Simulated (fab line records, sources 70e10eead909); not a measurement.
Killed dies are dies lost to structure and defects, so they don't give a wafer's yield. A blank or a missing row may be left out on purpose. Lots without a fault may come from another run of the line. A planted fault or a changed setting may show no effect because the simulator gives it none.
fab line records | flow nand_harc
record lots=13 wafers=39 last_day=24
route steps=1159 shown P_GATE@131 THIN_TSV@1125 END@1159
lots that met no fault: from a run of the same line without faults
start_h: hours from the record's first day to the start of the lot's first wafer shown | wait_h: hours since the lot's step before | " the same as in the row above | L1.1+2: a row that stands for several wafers | - no value, or no start given | * or withheld: withheld | < > ~ a bound
route shown NAME@n: a module of which the file shows steps, and the number in the route of the first | usual: mean/standard deviation of fault-free wafers | same: alike in all rows | chamber/n: place in a boat | sites: the reading at each site | _std_site: their standard deviation | _edge_site: outer sites' mean less inner sites' | radius_mm: how far each site lies from the wafer's centre | mask NAME#n: copy n | behind: the tool/chamber that last shaped the wafer | hold: why the lot was held/for how many hours/how that ended | device: the transistor (n, p or np) that didn't switch | end of line: the same wafers' tests at the end of the route | a step without rows: its recipe alone | killed: dies lost to structure and defects at the first sort, not the wafer's yield | map: a wafer's dies, x killed, . not, _ none there
set.NAME: the setting as run; set.NAME@STEP: as run at that earlier step | model.NAME: the simulator's own value behind a step, which no gauge read
steps of the route over a sample of lots; a table a step, a row a wafer
services: from which hour (start_h, from the record's first day; less than 0 if before it) a tool's chamber was out of use, for how many hours, and why
## steps
# step NHARC_P_GATE_HM_DEP_102
# recipe target_thk_a=1200 temp_c=400 material=aC
# usual throttle_valve_pct=34.998/0.0083
# columns lot.wafer tool chamber start_h wait_h throttle_valve_pct
L181.1 acl_dep-01 0 85.81 3.7 35.003
L181.3 " 0 " " 35.001
L181.4 " 0 " " 35.009
L180.1 acl_dep-03 0 86.23 4.2 35.000
L180.5 " 0 " " 34.996
L180.6 " 0 " " 35.002
L183.1 acl_dep-01 0 100.44 0.4 35.003
L183.5 " 0 " " 34.984
L183.6 " 0 " " 35.007
L182.2 acl_dep-01 0 101.20 1.1 35.004
L182.4 " 0 " " 34.990
L182.5 " 0 " " 35.000
L187.3 acl_dep-02 0 139.87 1.2 34.993
L187.4 " 0 " " 35.002
L187.5 " 0 " " 34.987
L192.1 acl_dep-01 0 167.08 0.7 35.002
L192.3 " 0 " " 34.998
L192.6 " 0 " " 35.003
L193.3 acl_dep-03 0 167.66 1.2 35.011
L193.5 " 0 " " 34.989
L193.6 " 0 " " 35.008
L194.1 acl_dep-01 0 174.38 0.4 34.998
L194.3 " 0 " " 34.996
L194.4 " 0 " " 35.000
L196.2 acl_dep-03 0 187.26 1.0 35.000
L196.4 " 0 " " 35.016
L196.6 " 0 " " 34.996
L198.2 acl_dep-01 0 197.03 1.5 34.995
L198.3 " 0 " " 35.006
L198.5 " 0 " " 34.993
L200.4 acl_dep-02 0 211.68 3.0 35.010
L200.5 " 0 " " 35.000
L200.6 " 0 " " 35.006
L203.3 acl_dep-02 0 224.72 0.6 34.994
L203.4 " 0 " " 35.006
L203.5 " 0 " " 34.994
L202.2 acl_dep-02 0 225.25 1.1 34.991
L202.5 " 0 " " 34.996
L202.6 " 0 " " 35.000
# step NHARC_THIN_TSV_ETCHBACK_48
# recipe target_depth_a=10285 over_etch_frac=0.3 time_s=405.17 ion_energy_ev=250 c4f8_flow_sccm=withheld ar_flow_sccm=withheld rf_w=600 bias_w=300 chemistry=C4F8/Ar
# usual chamber_pressure_mTorr=24.998/0.022 oes_product_au=0.97/0.037 rf_vpp_V=547/3.5
# columns lot.wafer tool chamber start_h wait_h chamber_pressure_mTorr oes_product_au rf_hours_counter_h rf_vpp_V
L181.1 rie_diel-07 0 434.44 - 24.999 1.02 1 549
L181.3 " 1 " " 24.990 1.01 1 551
L181.4 " 3 " " 24.995 0.99 1 544
L180.1 rie_diel-10 1 435.57 - 24.997 0.93 6 548
L180.6 " 0 " " 24.965 0.94 - 541
L180.5 " 1 " " 24.986 0.93 - 549
L182.2 rie_diel-07 3 436.77 0.5 25.029 1.00 1 546
L182.4 " 1 " " 25.012 1.02 1 551
L182.5 " 3 " " 25.014 1.00 - 543
L183.1 rie_diel-07 2 438.01 - 24.988 1.00 2 545
L183.5 " 3 " " 25.008 1.00 - 542
L183.6 " 0 " " 25.004 1.03 - 551
L187.4 rie_diel-07 1 474.92 - 25.011 0.94 5 550
L187.3 " 0 " " 25.044 0.94 4 550
L187.5 " 1 " " 25.033 0.94 - 552
L192.1 rie_diel-08 2 498.16 - 25.013 1.02 1 551
L192.3 " 0 " " 24.959 0.99 0 544
L192.6 " 1 " " 25.000 0.99 - 544
L193.3 rie_diel-07 0 505.16 - 25.031 0.93 6 552
L193.5 " 2 " " 24.969 0.92 - 545
L193.6 " 3 " " 25.000 0.91 - 543
L194.1 rie_diel-08 0 530.73 - 24.981 0.93 4 544
L194.3 " 1 " " 25.018 0.91 4 543
L194.4 " 3 " " 24.996 0.93 4 548
L198.2 rie_diel-07 1 532.19 - 24.958 1.01 8 552
L198.3 " 2 " " 25.023 1.00 9 544
L198.5 " 2 " " 25.027 1.01 - 546
L196.2 rie_diel-07 3 533.43 - 25.026 0.96 9 543
L196.4 " 0 " " 24.951 0.99 9 548
L196.6 " 1 " " 25.009 0.99 - 551
L202.2 rie_diel-07 3 545.86 - 24.985 0.98 9 543
L202.5 " 0 " " 25.027 1.01 - 551
L202.6 " 1 " " 24.997 1.00 - 551
L200.4 rie_diel-07 0 558.45 - 25.012 1.01 10 550
L200.5 " 2 " " 24.991 1.01 - 543
L200.6 " 3 " " 25.042 0.99 - 543
L203.3 rie_diel-07 2 562.43 - 25.050 0.92 11 546
L203.4 " 0 " " 24.994 0.93 10 550
L203.5 " 2 " " 24.976 0.92 - 545
# step NHARC_THIN_TSV_PVD_19
# recipe target_thk_a=200 chamber_pressure_pa=5 material=TaN
# usual chamber_pressure_pa=4.999/0.0099 throttle_valve_pct=30.6/0.77
# columns lot.wafer tool chamber start_h wait_h chamber_pressure_pa throttle_valve_pct
L181.1 pvd_sputter-02 - - - 5.021 30.2
L181.4 " - " " 4.989 29.3
L181.3 " - " " 4.982 30.6
L180.1 pvd_sputter-03 - - - 5.011 29.5
L180.6 " - " " 5.007 29.5
L180.5 " - " " 5.005 30.0
L182.2 pvd_sputter-02 - - - 4.993 30.4
L182.4 " - " " 5.005 29.3
L182.5 " - " " 5.006 30.5
L183.1 pvd_sputter-02 - - - 4.985 30.2
L183.5 " - " " 5.009 29.3
L183.6 " - " " 5.004 31.4
L187.3 pvd_sputter-01 - - - 5.002 30.5
L187.4 " - " " 4.994 30.8
L187.5 " - " " 4.999 31.9
L192.3 pvd_sputter-02 - - - 4.991 29.2
L192.1 " - " " 4.994 31.4
L192.6 " - " " 4.992 31.4
L193.3 pvd_sputter-02 - - - 5.011 30.8
L193.5 " - " " 4.979 31.2
L193.6 " - " " 4.996 30.7
L194.4 pvd_sputter-01 - - - 4.986 31.5
L194.3 " - " " 4.987 31.0
L194.1 " - " " 5.003 31.2
L198.3 pvd_sputter-03 - - - 4.988 30.0
L198.2 " - " " 5.005 29.4
L198.5 " - " " 4.996 30.6
L196.4 pvd_sputter-03 - - - 4.992 30.2
L196.2 " - " " 5.008 29.4
L196.6 " - " " 4.978 30.3
L202.2 pvd_sputter-02 - - - 5.016 29.9
L202.6 " - " " 4.995 31.1
L202.5 " - " " 5.009 30.2
L200.4 pvd_sputter-01 - - - 5.013 31.5
L200.6 " - " " 4.999 31.5
L200.5 " - " " 5.011 31.5
L203.3 pvd_sputter-01 - - - 4.987 31.3
L203.4 " - " " 5.001 31.5
L203.5 " - " " 5.003 30.8
# step NHARC_THIN_TSV_PVD_51
# recipe target_thk_a=1000 chamber_pressure_pa=5 material=Cu
# usual chamber_pressure_pa=4.999/0.011 throttle_valve_pct=30.5/0.75
# columns lot.wafer tool chamber start_h wait_h chamber_pressure_pa throttle_valve_pct
L181.3 pvd_sputter-02 - - - 4.987 30.7
L181.4 " - " " 4.997 29.8
L181.1 " - " " 5.014 31.4
L180.1 pvd_sputter-03 - - - 4.992 30.0
L180.6 " - " " 4.995 29.3
L180.5 " - " " 5.008 29.9
L182.4 pvd_sputter-02 - - - 5.002 30.6
L182.2 " - " " 5.005 29.2
L182.5 " - " " 5.010 30.6
L183.1 pvd_sputter-02 - - - 4.982 30.0
L183.5 " - " " 4.995 30.7
L183.6 " - " " 4.983 30.3
L187.4 pvd_sputter-01 - - - 5.014 30.7
L187.3 " - " " 4.985 31.3
L187.5 " - " " 4.984 32.0
L192.1 pvd_sputter-02 - - - 4.989 29.3
L192.3 " - " " 4.989 31.2
L192.6 " - " " 5.012 30.3
L193.3 pvd_sputter-02 - - - 4.992 30.4
L193.5 " - " " 4.994 30.4
L193.6 " - " " 4.983 29.2
L194.3 pvd_sputter-01 - - - 4.997 30.9
L194.1 " - " " 4.998 31.5
L194.4 " - " " 4.984 30.8
L198.3 pvd_sputter-03 - - - 4.992 29.5
L198.2 " - " " 4.991 30.1
L198.5 " - " " 4.991 29.5
L196.4 pvd_sputter-03 - - - 4.992 29.6
L196.2 " - " " 5.015 30.3
L196.6 " - " " 5.000 30.2
L202.2 pvd_sputter-02 - - - 4.997 29.1
L202.6 " - " " 5.024 29.2
L202.5 " - " " 5.004 31.4
L200.4 pvd_sputter-01 - - - 5.000 31.1
L200.5 " - " " 5.009 30.8
L200.6 " - " " 4.980 31.3
L203.4 pvd_sputter-01 - - - 5.003 31.1
L203.3 " - " " 4.998 31.6
L203.5 " - " " 5.019 31.1
# step NHARC_END_SORT_01
# recipe temp_c=25
# usual killed_at_array=31/11 killed_at_other=0.5/0.78 killed_at_periphery=3.0/2 killed_dies=34/12 killed_open=3.2/2 killed_short=1.9/1.6
# same gross_dies=677
# columns lot.wafer tool chamber start_h wait_h killed_at_array killed_at_other killed_at_periphery killed_dies killed_open killed_short
L187.3 prober-01 0 491.09 3.1 27 0 12 39 1 1
L187.4 prober-01 0 491.90 3.5 44 0 11 55 6 1
L187.5 prober-01 0 492.72 3.8 46 3 8 57 4 2
L193.3 prober-01 0 519.40 3.1 28 0 4 32 2 3
L193.5 prober-01 0 521.01 3.7 30 1 1 32 1 4
L193.6 prober-01 0 521.82 4.0 24 1 3 28 1 3
L194.1 prober-02 0 548.56 2.5 27 1 8 36 0 2
L194.3 prober-02 0 550.18 3.1 29 0 2 31 4 0
L194.4 prober-02 0 550.99 3.4 42 0 5 47 6 2
# killed by level:class
L187.3 A_CHANNEL_HOLE_D1:chamber_film_flake=12 P_GATE:unspecified=10 A_SLIT:chamber_film_flake=10 A_CONTACT:chamber_film_flake=3 P_CONTACT:geometric_particle:short=1 P_M2:geometric_particle:open=1 A_STAIRCASE:chamber_film_flake=1 A_WL_FILL:chamber_film_flake=1
L187.4 A_SLIT:chamber_film_flake=17 A_CHANNEL_HOLE_D1:chamber_film_flake=12 P_GATE:unspecified=9 A_STAIRCASE:chamber_film_flake=6 A_WL_FILL:chamber_film_flake=3 A_CONTACT:geometric_particle:open=2 P_M0:geometric_particle:open=1 P_M2:geometric_particle:open=1
L187.5 A_CHANNEL_HOLE_D1:chamber_film_flake=19 A_SLIT:chamber_film_flake=12 P_GATE:unspecified=4 A_STAIRCASE:chamber_film_flake=4 A_CONTACT:chamber_film_flake=4 A_CONTACT:geometric_particle:open=2 P_GATE:chamber_film_flake=2 A_WL_FILL:chamber_film_flake=2
L193.3 A_SLIT:chamber_film_flake=11 A_CHANNEL_HOLE_D1:chamber_film_flake=8 P_STI:chamber_film_flake=3 A_ONON_D1:geometric_particle:short=2 A_CONTACT:chamber_film_flake=2 A_CONTACT:geometric_particle:short=1 A_BLC:geometric_particle:open=1 A_M0:geometric_particle:open=1
L193.5 A_SLIT:chamber_film_flake=17 A_CHANNEL_HOLE_D1:chamber_film_flake=4 A_STAIRCASE:chamber_film_flake=3 A_CHANNEL_HOLE_D1:geometric_particle:short=1 A_CHANNEL_FILL_D1:geometric_particle:short=1 A_SGD_CUT:geometric_particle:short=1 A_WL_FILL:geometric_particle:short=1 A_CONTACT:geometric_particle:open=1
L193.6 A_SLIT:chamber_film_flake=11 A_CHANNEL_HOLE_D1:chamber_film_flake=6 A_WL_FILL:chamber_film_flake=2 A_CONTACT:chamber_film_flake=2 P_M2:geometric_particle:short=1 A_CHANNEL_FILL_D1:geometric_particle:short=1 A_WL_FILL:geometric_particle:short=1 P_STI:chamber_film_flake=1
L194.1 A_CHANNEL_HOLE_D1:chamber_film_flake=19 P_STI:chamber_film_flake=4 P_M1:chamber_film_flake=3 A_CONTACT:chamber_film_flake=3 A_ONON_D1:geometric_particle:short=1 A_CHANNEL_FILL_D1:geometric_particle:short=1 P_GATE:chamber_film_flake=1 A_CHANNEL_FILL_D1:chamber_film_flake=1
L194.3 A_CHANNEL_HOLE_D1:chamber_film_flake=16 A_CONTACT:chamber_film_flake=5 A_STAIRCASE:chamber_film_flake=3 A_M0:geometric_particle:open=2 P_M1:chamber_film_flake=2 A_CONTACT:geometric_particle:open=1 A_BLC:geometric_particle:open=1 A_BLC:chamber_film_flake=1
L194.4 A_CHANNEL_HOLE_D1:chamber_film_flake=24 P_M1:chamber_film_flake=5 A_STAIRCASE:chamber_film_flake=4 A_CONTACT:chamber_film_flake=4 A_ONON_D1:geometric_particle:open=3 A_WL_FILL:geometric_particle:open=2 A_CHANNEL_FILL_D1:geometric_particle:short=1 A_CHANNEL_FILL_D1:geometric_particle:open=1
## services
# columns tool chamber start_h hours kind
pvd_sputter-03 - 70.63 1.3 repair
pvd_sputter-03 - 102.00 10.0 pm
acl_dep-01 - 113.65 13.0 pm
rie_diel-07 2 121.18 7.9 repair
rie_diel-07 1 140.73 2.5 repair
pvd_sputter-01 - 158.00 10.0 pm
pvd_sputter-02 - 214.01 10.0 pm
pvd_sputter-03 - 224.96 7.2 repair
rie_diel-07 - 228.20 9.0 pm
pvd_sputter-02 - 253.30 5.2 repair
pvd_sputter-03 - 260.50 3.4 repair
pvd_sputter-03 - 280.00 10.0 pm
pvd_sputter-01 - 297.65 3.5 repair
pvd_sputter-01 - 336.00 10.0 pm
rie_diel-07 1 373.87 14.6 repair
pvd_sputter-01 - 382.88 1.3 repair
pvd_sputter-02 - 392.01 10.0 pm
pvd_sputter-01 - 393.47 2.3 repair
pvd_sputter-02 - 402.48 1.8 repair
rie_diel-07 - 405.20 9.0 pm
rie_diel-07 1 415.73 2.8 repair
rie_diel-07 1 494.16 22.6 repair
rie_diel-07 - 513.37 0.9 repair
pvd_sputter-01 - 514.05 10.0 pm
## key
first_sign step=NHARC_END_SORT_01 reading=killed_at_periphery direction=up sigmas=3.6 usual=3.0 struck=10.3 wafers_moved=2
effect none on later readings
met_at NHARC_P_GATE_HM_DEP_102
struck_lots L187
struck_wafers L187.3,L187.4,L187.5
tester_left_out L187
not_acting_at NHARC_THIN_TSV_ETCHBACK_48,NHARC_THIN_TSV_PVD_19,NHARC_THIN_TSV_PVD_51
fault kind=chamber_particle_source tool=acl_dep-02 chamber=0 onset_h=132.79 steps=NHARC_P_GATE_HM_DEP_102 rate_per_visit_cm2=0.01744 end_h=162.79
# tester_left_out: of these lots the tester's yield and bins aren't shown, on N5 and GAA mostly nor the transistor test; their killed dies are dies lost to structure and defects alone, not to doping, threshold or leakage, so they don't give the yield
